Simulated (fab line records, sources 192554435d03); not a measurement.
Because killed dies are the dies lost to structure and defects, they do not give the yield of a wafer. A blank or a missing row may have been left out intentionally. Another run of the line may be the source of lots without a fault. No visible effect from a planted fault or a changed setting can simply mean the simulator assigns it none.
Which tool did it? / flow n5Finfet / 37 wafers from 13 lots sampled at 5 of the route's 1938 steps

WHAT THE GAUGES READ, wafer by wafer
The record holds no reading of a measuring or inspecting step that can be judged against a usual standard deviation.

WHICH TOOL RAN EACH LOT (tool, then ch and the chambers of the sampled wafers, then the start)
lot=L575; N5_MOL_CONTACT_COAG_SPUTTER_143=pvdSputter-01, day 4 22:52; N5_MIM_BOT_DEGAS_01=pvdSputter-01, day 11 10:34; N5_MIM_TOP_ALD_00=aldHk-03 ch 1,2, day 11 10:43; N5_MIM_TOP_DEGAS_04=pvdSputter-01, day 11 13:28; N5_PASSIVATION_PROBE_49=-
lot=L578; N5_MOL_CONTACT_COAG_SPUTTER_143=pvdSputter-03, day 5 19:34; N5_MIM_BOT_DEGAS_01=pvdSputter-02, day 12 11:05; N5_MIM_TOP_ALD_00=aldHk-01 ch 1,2,3, day 12 11:13; N5_MIM_TOP_DEGAS_04=pvdSputter-02, day 12 12:06; N5_PASSIVATION_PROBE_49=-
lot=L579; N5_MOL_CONTACT_COAG_SPUTTER_143=pvdSputter-02, day 5 23:20; N5_MIM_BOT_DEGAS_01=pvdSputter-02, day 12 19:23; N5_MIM_TOP_ALD_00=aldHk-03 ch 1,3, day 12 19:32; N5_MIM_TOP_DEGAS_04=pvdSputter-01, day 12 20:01; N5_PASSIVATION_PROBE_49=-
lot=L581; N5_MOL_CONTACT_COAG_SPUTTER_143=pvdSputter-03, day 6 08:43; N5_MIM_BOT_DEGAS_01=pvdSputter-02, day 13 06:38; N5_MIM_TOP_ALD_00=aldHk-03 ch 0,3, day 13 06:47; N5_MIM_TOP_DEGAS_04=pvdSputter-03, day 13 07:41; N5_PASSIVATION_PROBE_49=-
lot=L583; N5_MOL_CONTACT_COAG_SPUTTER_143=pvdSputter-03, day 6 16:41; N5_MIM_BOT_DEGAS_01=pvdSputter-03, day 13 23:41; N5_MIM_TOP_ALD_00=aldHk-01 ch 2,3, day 13 23:50; N5_MIM_TOP_DEGAS_04=pvdSputter-01, day 14 02:52; N5_PASSIVATION_PROBE_49=-
lot=L584; N5_MOL_CONTACT_COAG_SPUTTER_143=pvdSputter-02, day 7 00:49; N5_MIM_BOT_DEGAS_01=pvdSputter-02, day 14 07:30; N5_MIM_TOP_ALD_00=aldHk-03 ch 0,2,3, day 14 07:38; N5_MIM_TOP_DEGAS_04=pvdSputter-02, day 14 09:32; N5_PASSIVATION_PROBE_49=-
lot=L586; N5_MOL_CONTACT_COAG_SPUTTER_143=pvdSputter-01, day 7 18:41; N5_MIM_BOT_DEGAS_01=pvdSputter-02, day 14 13:19; N5_MIM_TOP_ALD_00=aldHk-03 ch 0,1,3, day 14 13:27; N5_MIM_TOP_DEGAS_04=pvdSputter-02, day 14 14:10; N5_PASSIVATION_PROBE_49=prober-01, day 15 00:48
lot=L589; N5_MOL_CONTACT_COAG_SPUTTER_143=pvdSputter-03, day 8 08:27; N5_MIM_BOT_DEGAS_01=pvdSputter-03, day 15 09:58; N5_MIM_TOP_ALD_00=aldHk-01 ch 0,2,3, day 15 10:07; N5_MIM_TOP_DEGAS_04=pvdSputter-01, day 15 10:34; N5_PASSIVATION_PROBE_49=prober-02, day 15 21:18
lot=L591; N5_MOL_CONTACT_COAG_SPUTTER_143=pvdSputter-03, day 8 19:20; N5_MIM_BOT_DEGAS_01=pvdSputter-01, day 16 02:47; N5_MIM_TOP_ALD_00=aldHk-02 ch 2, day 16 02:57; N5_MIM_TOP_DEGAS_04=pvdSputter-01, day 16 03:23; N5_PASSIVATION_PROBE_49=prober-02, day 16 14:16
lot=L593; N5_MOL_CONTACT_COAG_SPUTTER_143=pvdSputter-02, day 9 11:20; N5_MIM_BOT_DEGAS_01=pvdSputter-02, day 15 18:50; N5_MIM_TOP_ALD_00=aldHk-02 ch 1,3, day 15 18:58; N5_MIM_TOP_DEGAS_04=pvdSputter-01, day 15 20:57; N5_PASSIVATION_PROBE_49=-
lot=L595; N5_MOL_CONTACT_COAG_SPUTTER_143=pvdSputter-01, day 10 01:36; N5_MIM_BOT_DEGAS_01=pvdSputter-03, day 17 00:55; N5_MIM_TOP_ALD_00=aldHk-02 ch 0,3, day 17 01:03; N5_MIM_TOP_DEGAS_04=pvdSputter-03, day 17 01:30; N5_PASSIVATION_PROBE_49=-
lot=L596; N5_MOL_CONTACT_COAG_SPUTTER_143=pvdSputter-01, day 10 03:56; N5_MIM_BOT_DEGAS_01=pvdSputter-02, day 17 07:25; N5_MIM_TOP_ALD_00=aldHk-02 ch 0,2,3, day 17 07:34; N5_MIM_TOP_DEGAS_04=pvdSputter-03, day 17 11:01; N5_PASSIVATION_PROBE_49=-
lot=L597; N5_MOL_CONTACT_COAG_SPUTTER_143=pvdSputter-01, day 10 11:22; N5_MIM_BOT_DEGAS_01=pvdSputter-01, day 17 06:39; N5_MIM_TOP_ALD_00=aldHk-02 ch 0,3, day 17 06:47; N5_MIM_TOP_DEGAS_04=pvdSputter-01, day 17 07:39; N5_PASSIVATION_PROBE_49=-
- N5_MOL_CONTACT_COAG_SPUTTER_143: material Co, target thk 2.5 nm.
- N5_MIM_BOT_DEGAS_01: time 60 s.
- N5_MIM_TOP_ALD_00: deposits Al2O3, purge time 3 s, co reactant pulse time 3 s.
- N5_MIM_TOP_DEGAS_04: time 60 s.
- N5_PASSIVATION_PROBE_49

AS READ BY THE TOOLS THEMSELVES (means over the sampled wafers that have a number; for cases with no such wafer, the mark the record gives instead)
N5_MOL_CONTACT_COAG_SPUTTER_143. Usual: throttleValvePct reads 30.1 % (standard deviation 0.46).
lot=L575; tool=pvdSputter-01; throttleValvePct (%)=29.7; flag=
lot=L578; tool=pvdSputter-03; throttleValvePct (%)=30.4; flag=
lot=L579; tool=pvdSputter-02; throttleValvePct (%)=30.2; flag=
lot=L581; tool=pvdSputter-03; throttleValvePct (%)=29.9; flag=
lot=L583; tool=pvdSputter-03; throttleValvePct (%)=30.0; flag=
lot=L584; tool=pvdSputter-02; throttleValvePct (%)=30.2; flag=
lot=L586; tool=pvdSputter-01; throttleValvePct (%)=30.2; flag=
lot=L589; tool=pvdSputter-03; throttleValvePct (%)=30.1; flag=
lot=L591; tool=pvdSputter-03; throttleValvePct (%)=30.8; flag=
lot=L593; tool=pvdSputter-02; throttleValvePct (%)=30.5; flag=
lot=L595; tool=pvdSputter-01; throttleValvePct (%)=30.6; flag=
lot=L596; tool=pvdSputter-01; throttleValvePct (%)=30.1; flag=
lot=L597; tool=pvdSputter-01; throttleValvePct (%)=30.0; flag=

N5_MIM_BOT_DEGAS_01. Usual: heaterPowerW reads 483 W (standard deviation 64).
lot=L575; tool=pvdSputter-01; heaterPowerW (W)=529; flag=
lot=L578; tool=pvdSputter-02; heaterPowerW (W)=517; flag=
lot=L579; tool=pvdSputter-02; heaterPowerW (W)=467; flag=
lot=L581; tool=pvdSputter-02; heaterPowerW (W)=516; flag=
lot=L583; tool=pvdSputter-03; heaterPowerW (W)=451; flag=
lot=L584; tool=pvdSputter-02; heaterPowerW (W)=508; flag=
lot=L586; tool=pvdSputter-02; heaterPowerW (W)=519; flag=
lot=L589; tool=pvdSputter-03; heaterPowerW (W)=431; flag=
lot=L591; tool=pvdSputter-01; heaterPowerW (W)=524; flag=
lot=L593; tool=pvdSputter-02; heaterPowerW (W)=512; flag=
lot=L595; tool=pvdSputter-03; heaterPowerW (W)=431; flag=
lot=L596; tool=pvdSputter-02; heaterPowerW (W)=455; flag=
lot=L597; tool=pvdSputter-01; heaterPowerW (W)=477; flag=

N5_MIM_TOP_ALD_00. Usual: precursorPulseHeightRel reads 0.999 (standard deviation 0.019).
lot=L575 tool=aldHk-03 precursorPulseHeightRel=1.005 flag=
lot=L578 tool=aldHk-01 precursorPulseHeightRel=0.993 flag=
lot=L579 tool=aldHk-03 precursorPulseHeightRel=0.980 flag=
lot=L581 tool=aldHk-03 precursorPulseHeightRel=1.007 flag=
lot=L583 tool=aldHk-01 precursorPulseHeightRel=1.001 flag=
lot=L584 tool=aldHk-03 precursorPulseHeightRel=1.020 flag=
lot=L586 tool=aldHk-03 precursorPulseHeightRel=0.997 flag=
lot=L589 tool=aldHk-01 precursorPulseHeightRel=1.003 flag=
lot=L591 tool=aldHk-02 precursorPulseHeightRel=1.004 flag=
lot=L593 tool=aldHk-02 precursorPulseHeightRel=1.004 flag=
lot=L595 tool=aldHk-02 precursorPulseHeightRel=0.990 flag=
lot=L596 tool=aldHk-02 precursorPulseHeightRel=0.992 flag=
lot=L597 tool=aldHk-02 precursorPulseHeightRel=0.978 flag=

N5_MIM_TOP_DEGAS_04. Usual: heaterPowerW reads 481 W (standard deviation 60).
lot=L575; tool=pvdSputter-01; heaterPowerW (W)=523; flag=
lot=L578; tool=pvdSputter-02; heaterPowerW (W)=453; flag=
lot=L579; tool=pvdSputter-01; heaterPowerW (W)=480; flag=
lot=L581; tool=pvdSputter-03; heaterPowerW (W)=437; flag=
lot=L583; tool=pvdSputter-01; heaterPowerW (W)=477; flag=
lot=L584; tool=pvdSputter-02; heaterPowerW (W)=508; flag=
lot=L586; tool=pvdSputter-02; heaterPowerW (W)=532; flag=
lot=L589; tool=pvdSputter-01; heaterPowerW (W)=472; flag=
lot=L591; tool=pvdSputter-01; heaterPowerW (W)=509; flag=
lot=L593; tool=pvdSputter-01; heaterPowerW (W)=500; flag=
lot=L595; tool=pvdSputter-03; heaterPowerW (W)=442; flag=
lot=L596; tool=pvdSputter-03; heaterPowerW (W)=466; flag=
lot=L597; tool=pvdSputter-01; heaterPowerW (W)=494; flag=

N5_PASSIVATION_PROBE_49. Usual: killed_at_M0_to_M3 33, standard deviation 8.9; killed_at_M4_up 15, standard deviation 5.4; killedAtContacts 13, standard deviation 5.8; killedAtFrontEnd 39, standard deviation 9.9; killedAtOther 3.2, standard deviation 2.9; killedDies 102, standard deviation 15; killedOpen 68, standard deviation 12; killedShort 34, standard deviation 7.6.
lot=L586 tool=prober-01 killed_at_M0_to_M3=27 killed_at_M4_up=28 killedAtContacts=8 killedAtFrontEnd=55 killedAtOther=6.0 killedDies=124 killedOpen=85 killedShort=36 flag=
lot=L589 tool=prober-02 killed_at_M0_to_M3=26 killed_at_M4_up=28 killedAtContacts=7 killedAtFrontEnd=32 killedAtOther=6.0 killedDies=99 killedOpen=61 killedShort=38 flag=
lot=L591 tool=prober-02 killed_at_M0_to_M3=18 killed_at_M4_up=12 killedAtContacts=113 killedAtFrontEnd=41 killedAtOther=5.0 killedDies=189 killedOpen=63 killedShort=27 flag=OFF

THE ANSWER, worked out from the rows above alone
Rule: a lot counts as off when the mean over its wafers that have a number is more than 3 standard deviations away from the usual mean. A lot without any number at a reading at which 4 lots or more have one is off too. All remaining lots with rows at the step are treated as sound. After the gauges, taken in route order, come the tools' own readings; for these a lot's mean is taken, as printed above. At the first step where some lot is off, the reading lying furthest off is the one used; lots without a number count as furthest.
Off at N5_PASSIVATION_PROBE_49 (killedAtContacts): L591. Neither off nor sound, because the step has no rows for them: L575, L578, L579, L581, L583, L584, L593, L595, L596, L597.
If a tool, at that step or one of the process steps before it, ran each lot that is off and ran no sound lot following the first of them, it fits. Can't be told from this: 4 tools fit, pvdSputter-03 at N5_MOL_CONTACT_COAG_SPUTTER_143, pvdSputter-01 at N5_MIM_BOT_DEGAS_01 and N5_MIM_TOP_DEGAS_04, aldHk-02 at N5_MIM_TOP_ALD_00, prober-02 at N5_PASSIVATION_PROBE_49.

WHAT THE SIMULATOR HAD INSERTED
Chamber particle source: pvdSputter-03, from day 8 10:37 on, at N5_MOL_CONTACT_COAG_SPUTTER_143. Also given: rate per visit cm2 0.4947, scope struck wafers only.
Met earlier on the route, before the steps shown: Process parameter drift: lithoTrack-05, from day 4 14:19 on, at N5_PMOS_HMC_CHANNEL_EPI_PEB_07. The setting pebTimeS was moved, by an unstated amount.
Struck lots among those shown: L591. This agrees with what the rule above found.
